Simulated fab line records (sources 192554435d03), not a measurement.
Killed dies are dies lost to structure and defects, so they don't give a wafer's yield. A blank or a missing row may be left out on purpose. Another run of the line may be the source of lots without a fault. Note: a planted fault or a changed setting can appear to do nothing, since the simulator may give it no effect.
fab line records -- flow n5_finfet -- part 1 of 2: steps 1 to 3 of 6
record lots=21, wafers=63, last_day=17
route steps=1938 shown HKMG_FIN@447 GATE_CUT@491 MOL_CONTACT_COAG@539
lots with no fault: from the same line, run without faults
start_h: hours from the record's first day to the start of the lot's first wafer shown -- wait_h: how many hours have passed since the lot's step before this one -- " as in the row above -- L1.1+2: a row that stands for several wafers -- - either no value or no given start -- * or withheld: withheld -- < > ~ a bound
route shown NAME@n: NAME is a module with steps in the file, n the number in the route of the first one -- usual: mean/standard deviation of fault-free wafers -- same: alike in all rows -- chamber/n: place in a boat -- sites: the reading at each site -- _std_site: the values' standard deviation -- _edge_site: outer sites' mean less inner sites' -- radius_mm: how far each site lies from the wafer's centre -- mask NAME#n: copy n -- behind: the most recent tool/chamber to have shaped the wafer -- hold: reason for holding the lot/hours on hold/outcome of the hold -- device: transistor that didn't switch, given as n, p or np -- end of line: tests of these same wafers at the route's end -- for a step that has no rows: nothing shown but its recipe -- killed: not the wafer's yield, but the dies lost to structure and defects at the first sort -- map: a wafer's dies, x killed, . not, _ none there
set.NAME: the setting as run; set.NAME@STEP: as run at that earlier step -- model.NAME: the simulator's own value behind a step, which no gauge read
route steps across a sampled set of lots; one table per step, one row per wafer
services: from which hour (start_h, from the record's first day; less than 0 if before it) a tool's chamber was out of use, for how many hours, and why
## steps
# step N5_HKMG_FIN_STRIP_88
# recipe chemistry=N2/H2, power_w=2500, temp_c=300, h2_frac=0.65, time_s=360, pressure_mtorr=withheld, n2_flow_sccm=1750, h2_flow_sccm=3250
# usual drypump_motor_current_A=5.9/0.41, heater_power_w=467/33, temp_c=300.00/0.2
lot.wafer,tool,chamber,start_h,wait_h,drypump_motor_current_A,heater_power_w,rf_hours_counter_h,temp_c
L075.3,plasma_asher-02,0,84.24,0.1,6.4,482,-,300.30
L075.4,plasma_asher-02,1,84.24,0.1,5.7,513,-,299.75
L075.6,plasma_asher-02,0,84.24,0.1,6.4,475,-,300.03
L074.1,plasma_asher-01,0,85.26,0.0,6.2,440,34,300.13
L074.2,plasma_asher-01,1,85.26,0.0,5.3,434,34,300.22
L074.4,plasma_asher-01,0,85.26,0.0,6.3,447,-,300.06
L076.2,plasma_asher-02,0,90.52,0.0,6.4,480,92,300.04
L076.3,plasma_asher-02,0,90.52,0.0,6.4,487,-,299.78
L076.5,plasma_asher-02,1,90.52,0.0,5.7,507,-,299.99
L077.4,plasma_asher-01,1,103.59,0.1,5.4,439,-,300.13
L077.5,plasma_asher-01,1,103.59,0.1,5.3,427,-,300.06
L077.6,plasma_asher-01,0,103.59,0.1,6.2,444,-,300.27
L078.1,plasma_asher-01,1,107.98,0.0,5.3,428,38,299.91
L078.2,plasma_asher-01,0,107.98,0.0,6.2,440,38,299.91
L078.6,plasma_asher-01,0,107.98,0.0,6.3,445,-,300.17
L079.2,plasma_asher-01,0,112.19,0.0,6.2,440,39,299.95
L079.3,plasma_asher-01,0,112.19,0.0,6.2,441,-,299.89
L079.6,plasma_asher-01,1,112.19,0.0,5.3,427,-,300.08
L080.2,plasma_asher-01,1,114.75,0.0,5.3,420,40,299.99
L080.3,plasma_asher-01,0,114.75,0.0,6.3,443,-,300.06
L080.6,plasma_asher-01,1,114.75,0.0,5.4,429,-,300.23
L081.2,plasma_asher-02,0,126.43,0.0,6.4,486,99,300.03
L081.5,plasma_asher-02,1,126.43,0.0,5.7,490,-,299.83
L081.6,plasma_asher-02,0,126.43,0.0,6.4,486,-,299.84
L082.1,plasma_asher-02,1,130.79,0.0,5.7,517,100,299.94
L082.3,plasma_asher-02,0,130.79,0.0,6.4,492,-,299.71
L082.4,plasma_asher-02,1,130.79,0.0,5.7,512,-,300.21
L083.1,plasma_asher-01,0,139.27,0.1,6.2,448,45,300.06
L083.2,plasma_asher-01,1,139.27,0.1,5.4,423,45,299.93
L083.4,plasma_asher-01,0,139.27,0.1,6.2,446,-,300.05
L084.2,plasma_asher-02,1,143.24,0.0,5.7,518,102,299.96
L084.3,plasma_asher-02,1,143.24,0.0,5.8,504,-,300.09
L084.6,plasma_asher-02,1,143.24,0.0,5.7,524,-,300.07
L086.2,plasma_asher-02,1,166.03,0.0,5.7,496,105,300.38
L086.4,plasma_asher-02,1,166.03,0.0,5.7,507,-,300.14
L086.6,plasma_asher-02,1,166.03,0.0,5.7,507,-,300.15
L088.1,plasma_asher-01,1,175.10,0.0,5.4,423,53,300.26
L088.5,plasma_asher-01,1,175.10,0.0,5.3,428,-,300.06
L088.6,plasma_asher-01,0,175.10,0.0,6.3,451,-,299.81
L089.3,plasma_asher-02,1,177.83,0.1,5.7,508,-,300.23
L089.4,plasma_asher-02,0,177.83,0.1,6.4,483,-,299.93
L089.6,plasma_asher-02,0,177.83,0.1,6.4,485,-,300.12
L090.2,plasma_asher-02,0,184.10,0.0,6.4,473,109,299.94
L090.4,plasma_asher-02,1,184.10,0.0,5.7,507,-,299.95
L090.5,plasma_asher-02,1,184.10,0.0,5.7,514,-,299.94
L092.1,plasma_asher-02,0,189.34,0.0,6.4,474,111,299.74
L092.4,plasma_asher-02,1,189.34,0.0,5.7,486,-,300.33
L092.6,plasma_asher-02,0,189.34,0.0,6.5,480,-,299.84
L093.1,plasma_asher-01,1,190.70,0.0,5.3,429,57,300.02
L093.3,plasma_asher-01,1,190.70,0.0,5.3,425,-,300.06
L093.4,plasma_asher-01,0,190.70,0.0,6.2,439,-,300.05
L094.2,plasma_asher-02,1,200.74,0.0,5.7,502,113,299.26
L094.3,plasma_asher-02,0,200.74,0.0,6.4,480,-,299.72
L094.5,plasma_asher-02,0,200.74,0.0,6.4,480,-,299.97
L095.4,plasma_asher-01,1,202.22,0.2,5.4,425,-,300.40
L095.5,plasma_asher-01,1,202.22,0.2,5.3,430,-,300.04
L095.6,plasma_asher-01,0,202.22,0.2,6.3,441,-,299.78
L096.4,plasma_asher-02,0,209.96,0.1,6.4,480,-,299.82
L096.5,plasma_asher-02,0,209.96,0.1,6.4,473,-,299.80
L096.6,plasma_asher-02,1,209.96,0.1,5.7,497,-,300.50
L097.1,plasma_asher-01,0,219.53,0.0,6.3,429,62,300.25
L097.4,plasma_asher-01,0,219.53,0.0,6.3,442,-,300.09
L097.5,plasma_asher-01,1,219.53,0.0,5.3,414,-,300.31
# step N5_GATE_CUT_ETCH_28
# recipe chemistry=N2/H2, target=underlayer, target_depth_a=130, mask_material=CAR-EUV, time_s=10.4, ion_energy_ev=200, pressure_mtorr=30, source_w=840, bias_w=150, n2_flow_sccm=200, h2_flow_sccm=200, ends=cleared
# usual drypump_motor_current_A=5.5/0.37, etch_rf_on_time_s=10.4/0.37, oes_product_au=0.65/0.065, rf_vpp_V=524.3/2.2, showerhead_plenum_p_Torr=2.55/0.076, throttle_valve_pct=17.91/0.28
lot.wafer,tool,chamber,start_h,wait_h,drypump_motor_current_A,etch_rf_on_time_s,oes_product_au,rf_hours_counter_h,rf_vpp_V,showerhead_plenum_p_Torr,throttle_valve_pct
L075.3,rie_diel-06,3,91.73,0.0,4.9,10.1,0.63,194,520.8,2.40,18.13
L075.4,rie_diel-06,0,91.73,0.0,5.3,9.8,0.68,132,527.7,2.67,17.89
L075.6,rie_diel-06,3,91.73,0.0,4.9,10.0,0.62,-,521.0,2.40,18.13
L074.1,rie_diel-02,0,95.81,0.0,5.8,10.9,0.77,12,525.1,2.57,17.42
L074.2,rie_diel-02,3,95.81,0.0,5.7,10.6,0.62,202,521.7,2.52,18.17
L074.4,rie_diel-02,2,95.81,0.0,5.6,10.7,0.60,219,526.3,2.59,17.64
L076.2,rie_diel-01,3,102.07,0.0,5.2,10.6,0.60,200,524.6,2.52,18.05
L076.3,rie_diel-01,0,102.07,0.0,5.3,10.2,0.78,13,525.0,2.58,17.81
L076.5,rie_diel-01,0,102.07,0.0,5.2,10.2,0.78,-,525.5,2.58,17.83
L077.4,rie_diel-02,3,110.39,0.0,5.8,10.5,0.61,206,522.6,2.52,18.16
L077.5,rie_diel-02,2,110.39,0.0,5.6,10.8,0.61,-,528.1,2.59,17.62
L077.6,rie_diel-02,3,110.39,0.0,5.8,10.6,0.61,-,523.6,2.52,18.16
L078.1,rie_diel-02,3,115.16,0.0,5.8,10.5,0.62,207,522.3,2.52,18.18
L078.2,rie_diel-02,0,115.16,0.0,5.8,10.7,0.78,18,526.2,2.57,17.43
L078.6,rie_diel-02,3,115.16,0.0,5.8,10.5,0.61,-,522.7,2.52,18.16
L079.2,rie_diel-02,2,118.90,0.0,5.6,10.9,0.59,226,526.6,2.59,17.65
L079.3,rie_diel-02,0,118.90,0.0,5.9,10.8,0.77,20,525.8,2.57,17.43
L079.6,rie_diel-02,2,118.90,0.0,5.6,10.9,0.60,-,525.9,2.59,17.64
L080.2,rie_diel-01,3,121.71,0.0,5.2,10.7,0.60,208,523.3,2.52,18.05
L080.3,rie_diel-01,2,121.71,0.0,5.8,10.5,0.63,194,523.9,2.52,18.30
L080.6,rie_diel-01,1,121.71,0.0,5.6,10.6,0.66,-,527.0,2.65,17.88
L081.2,rie_diel-06,0,133.29,0.0,5.3,9.8,0.66,145,528.3,2.66,17.90
L081.5,rie_diel-06,2,133.29,0.0,5.0,9.9,0.78,-,524.4,2.58,17.69
L081.6,rie_diel-06,1,133.29,0.0,6.0,10.3,0.60,-,527.0,2.64,18.21
L082.1,rie_diel-06,2,137.37,0.0,5.0,9.9,0.77,51,523.9,2.58,17.69
L082.3,rie_diel-06,0,137.37,0.0,5.3,9.9,0.66,146,527.0,2.66,17.90
L082.4,rie_diel-06,1,137.37,0.0,6.0,10.4,0.60,203,526.8,2.64,18.22
L083.1,rie_diel-06,1,146.10,0.0,6.0,10.2,0.60,205,525.6,2.64,18.22
L083.2,rie_diel-06,0,146.10,0.0,5.4,9.7,0.65,149,527.0,2.66,17.91
L083.4,rie_diel-06,1,146.10,0.0,6.0,10.3,0.59,-,527.9,2.64,18.24
L084.2,rie_diel-02,1,150.81,0.0,5.9,10.6,0.61,203,524.1,2.51,17.67
L084.3,rie_diel-02,3,150.81,0.0,5.8,10.5,0.61,220,523.2,2.51,18.19
L084.6,rie_diel-02,2,150.81,0.0,5.6,10.7,0.59,-,525.4,2.58,17.68
L086.2,rie_diel-02,0,172.78,0.0,5.8,10.7,0.73,38,525.3,2.56,17.47
L086.4,rie_diel-02,3,172.78,0.0,5.8,10.5,0.60,227,521.9,2.51,18.21
L086.6,rie_diel-02,0,172.78,0.0,5.9,10.6,0.75,-,524.1,2.56,17.46
L088.1,rie_diel-06,0,181.85,0.0,5.3,9.6,0.66,159,526.6,2.66,17.92
L088.5,rie_diel-06,1,181.85,0.0,6.0,10.1,0.61,-,525.9,2.63,18.25
L088.6,rie_diel-06,0,181.85,0.0,5.3,9.7,0.65,-,526.3,2.66,17.93
L089.3,rie_diel-01,3,185.55,0.0,5.2,10.7,0.59,227,523.0,2.51,18.09
L089.4,rie_diel-01,0,185.55,0.0,5.3,10.1,0.74,38,526.0,2.57,17.87
L089.6,rie_diel-01,3,185.55,0.0,5.2,10.7,0.58,-,522.3,2.51,18.08
L090.2,rie_diel-02,1,192.67,0.0,5.9,10.6,0.60,214,523.4,2.51,17.67
L090.4,rie_diel-02,0,192.67,0.0,5.8,10.9,0.73,44,525.6,2.56,17.48
L090.5,rie_diel-02,3,192.67,0.0,5.7,10.6,0.60,-,521.5,2.51,18.22
L092.1,rie_diel-02,3,196.22,0.0,5.8,10.6,0.59,235,522.7,2.50,18.21
L092.4,rie_diel-02,1,196.22,0.0,5.9,10.7,0.60,-,523.6,2.51,17.69
L092.6,rie_diel-02,3,196.22,0.0,5.8,10.5,0.60,-,521.8,2.50,18.21
L093.1,rie_diel-01,1,198.11,0.0,5.5,10.6,0.64,165,527.6,2.64,17.91
L093.3,rie_diel-01,0,198.11,0.0,5.3,10.2,0.73,41,525.5,2.57,17.89
L093.4,rie_diel-01,3,198.11,0.0,5.2,10.7,0.59,230,522.5,2.51,18.07
L094.2,rie_diel-06,3,208.96,0.0,4.9,10.0,0.61,228,520.4,2.39,18.18
L094.3,rie_diel-06,0,208.96,0.0,5.3,9.8,0.65,166,526.4,2.66,17.94
L094.5,rie_diel-06,3,208.96,0.0,4.9,10.0,0.61,-,519.7,2.39,18.19
L095.4,rie_diel-06,0,210.15,0.0,5.4,9.8,0.64,166,526.6,2.66,17.93
L095.5,rie_diel-06,1,210.15,0.0,6.0,10.3,0.59,-,526.9,2.63,18.26
L095.6,rie_diel-06,0,210.15,0.0,5.3,9.8,0.65,-,525.6,2.65,17.95
L096.4,rie_diel-02,2,216.62,0.0,5.6,10.4,0.83,1,524.0,2.57,17.27
L096.5,rie_diel-02,3,216.62,0.0,5.7,10.6,0.59,-,521.9,2.50,18.22
L096.6,rie_diel-02,0,216.62,0.0,5.8,10.7,0.72,-,523.7,2.56,17.48
L097.1,rie_diel-06,1,226.52,0.0,6.0,10.2,0.59,228,525.2,2.63,18.25
L097.4,rie_diel-06,0,226.52,0.0,5.3,9.8,0.64,171,525.7,2.65,17.94
L097.5,rie_diel-06,2,226.52,0.0,5.0,9.9,0.75,-,523.2,2.57,17.74
# step N5_GATE_CUT_ETCH_36
# recipe chemistry=CF4, target=SiARC, target_depth_a=130, mask_material=CAR-EUV, time_s=21.7, ion_energy_ev=80, pressure_mtorr=40, source_w=545, bias_w=36, Ar_flow_sccm=100, cf4_flow_sccm=100, ends=cleared
# usual drypump_motor_current_A=5.5/0.37, etch_rf_on_time_s=21.6/0.72, oes_product_au=0.65/0.066, rf_vpp_V=184.4/1.1, showerhead_plenum_p_Torr=2.15/0.05, throttle_valve_pct=15.73/0.28
lot.wafer,tool,chamber,start_h,wait_h,drypump_motor_current_A,etch_rf_on_time_s,oes_product_au,rf_hours_counter_h,rf_vpp_V,showerhead_plenum_p_Torr,throttle_valve_pct
L075.3,rie_diel-06,3,91.75,0.0,4.9,21.3,0.62,194,183.6,2.07,16.25
L075.4,rie_diel-06,0,91.75,0.0,5.3,20.5,0.67,132,185.6,2.23,15.42
L075.6,rie_diel-06,3,91.75,0.0,4.9,21.1,0.62,-,181.7,2.07,16.25
L074.1,rie_diel-02,0,95.83,0.0,5.8,22.6,0.78,12,184.2,2.20,15.50
L074.2,rie_diel-02,3,95.83,0.0,5.8,22.1,0.62,202,184.3,2.11,15.84
L074.4,rie_diel-02,2,95.83,0.0,5.6,22.4,0.61,219,184.4,2.18,15.50
L076.2,rie_diel-01,3,102.09,0.0,5.2,22.3,0.60,200,183.3,2.12,15.84
L076.3,rie_diel-01,0,102.09,0.0,5.3,21.7,0.77,13,184.6,2.19,15.76
L076.5,rie_diel-01,0,102.09,0.0,5.3,21.6,0.77,-,184.5,2.19,15.76
L077.4,rie_diel-02,3,110.41,0.0,5.7,21.5,0.63,206,183.4,2.11,15.85
L077.5,rie_diel-02,2,110.41,0.0,5.6,22.5,0.60,-,184.1,2.18,15.51
L077.6,rie_diel-02,3,110.41,0.0,5.7,22.0,0.61,-,183.8,2.11,15.83
L078.1,rie_diel-02,3,115.18,0.0,5.7,21.9,0.61,207,183.3,2.11,15.85
L078.2,rie_diel-02,0,115.18,0.0,5.8,22.4,0.77,18,185.2,2.20,15.51
L078.6,rie_diel-02,3,115.18,0.0,5.7,22.0,0.61,-,183.1,2.11,15.85
L079.2,rie_diel-02,2,118.92,0.0,5.7,22.6,0.60,226,186.8,2.18,15.55
L079.3,rie_diel-02,0,118.92,0.0,5.8,22.4,0.77,20,184.0,2.19,15.52
L079.6,rie_diel-02,2,118.92,0.0,5.7,22.8,0.60,-,184.8,2.18,15.54
L080.2,rie_diel-01,3,121.73,0.0,5.2,22.3,0.60,208,185.0,2.12,15.85
L080.3,rie_diel-01,2,121.73,0.0,5.8,22.4,0.61,194,183.9,2.12,15.97
L080.6,rie_diel-01,1,121.73,0.0,5.5,22.5,0.64,-,184.5,2.21,15.62
L081.2,rie_diel-06,0,133.31,0.0,5.3,20.4,0.67,145,183.7,2.22,15.45
L081.5,rie_diel-06,2,133.31,0.0,5.0,20.6,0.78,-,185.3,2.15,15.37
L081.6,rie_diel-06,1,133.31,0.0,6.0,21.2,0.61,-,183.6,2.21,15.86
L082.1,rie_diel-06,2,137.38,0.0,5.0,20.5,0.78,51,183.1,2.15,15.38
L082.3,rie_diel-06,0,137.38,0.0,5.4,20.6,0.66,146,186.3,2.22,15.44
L082.4,rie_diel-06,1,137.38,0.0,6.0,20.9,0.61,203,185.1,2.21,15.87
L083.1,rie_diel-06,1,146.12,0.0,5.9,21.2,0.60,205,184.4,2.21,15.87
L083.2,rie_diel-06,0,146.12,0.0,5.3,20.5,0.66,149,183.8,2.22,15.45
L083.4,rie_diel-06,1,146.12,0.0,6.0,21.0,0.61,-,185.5,2.21,15.87
L084.2,rie_diel-02,1,150.83,0.0,5.9,21.8,0.61,203,186.0,2.14,15.56
L084.3,rie_diel-02,3,150.83,0.0,5.7,22.0,0.60,220,183.8,2.10,15.88
L084.6,rie_diel-02,2,150.83,0.0,5.7,22.4,0.59,-,184.9,2.17,15.56
L086.2,rie_diel-02,0,172.80,0.0,5.8,22.1,0.75,38,185.1,2.19,15.56
L086.4,rie_diel-02,3,172.80,0.0,5.7,22.2,0.59,227,183.3,2.10,15.89
L086.6,rie_diel-02,0,172.80,0.0,5.8,22.3,0.74,-,184.5,2.19,15.54
L088.1,rie_diel-06,0,181.87,0.0,5.3,20.3,0.66,159,185.5,2.22,15.47
L088.5,rie_diel-06,1,181.87,0.0,6.0,20.9,0.61,-,185.9,2.21,15.89
L088.6,rie_diel-06,0,181.87,0.0,5.3,20.4,0.65,-,185.6,2.22,15.47
L089.3,rie_diel-01,3,185.57,0.0,5.2,22.0,0.59,227,185.1,2.11,15.89
L089.4,rie_diel-01,0,185.57,0.0,5.3,21.5,0.75,38,184.8,2.19,15.81
L089.6,rie_diel-01,3,185.57,0.0,5.2,22.2,0.60,-,182.8,2.11,15.90
L090.2,rie_diel-02,1,192.69,0.0,5.9,22.4,0.60,214,185.8,2.14,15.59
L090.4,rie_diel-02,0,192.69,0.0,5.8,22.5,0.72,44,185.0,2.19,15.57
L090.5,rie_diel-02,3,192.69,0.0,5.8,22.3,0.59,-,183.9,2.10,15.91
L092.1,rie_diel-02,3,196.24,0.0,5.8,21.9,0.60,235,185.6,2.10,15.91
L092.4,rie_diel-02,1,196.24,0.0,5.9,21.9,0.61,-,182.2,2.14,15.59
L092.6,rie_diel-02,3,196.24,0.0,5.7,21.8,0.60,-,184.5,2.10,15.91
L093.1,rie_diel-01,1,198.13,0.0,5.5,22.5,0.63,165,185.5,2.20,15.69
L093.3,rie_diel-01,0,198.13,0.0,5.3,21.2,0.74,41,184.0,2.19,15.82
L093.4,rie_diel-01,3,198.13,0.0,5.2,21.8,0.59,230,183.6,2.11,15.89
L094.2,rie_diel-06,3,208.98,0.0,4.9,21.0,0.60,228,182.8,2.06,16.30
L094.3,rie_diel-06,0,208.98,0.0,5.3,20.7,0.65,166,184.3,2.22,15.46
L094.5,rie_diel-06,3,208.98,0.0,4.9,21.1,0.60,-,182.8,2.06,16.33
L095.4,rie_diel-06,0,210.17,0.0,5.3,20.6,0.64,166,183.3,2.22,15.48
L095.5,rie_diel-06,1,210.17,0.0,6.0,21.1,0.60,-,185.6,2.21,15.90
L095.6,rie_diel-06,0,210.17,0.0,5.3,20.6,0.65,-,185.1,2.22,15.48
L096.4,rie_diel-02,2,216.64,0.0,5.6,21.7,0.84,1,186.2,2.17,15.11
L096.5,rie_diel-02,3,216.64,0.0,5.8,22.1,0.60,-,183.4,2.10,15.90
L096.6,rie_diel-02,0,216.64,0.0,5.8,22.5,0.71,-,185.3,2.18,15.58
L097.1,rie_diel-06,1,226.54,0.0,5.9,21.3,0.59,228,185.1,2.20,15.92
L097.4,rie_diel-06,0,226.54,0.0,5.3,20.6,0.64,171,185.7,2.22,15.49
L097.5,rie_diel-06,2,226.54,0.0,5.0,20.8,0.74,-,183.2,2.15,15.42
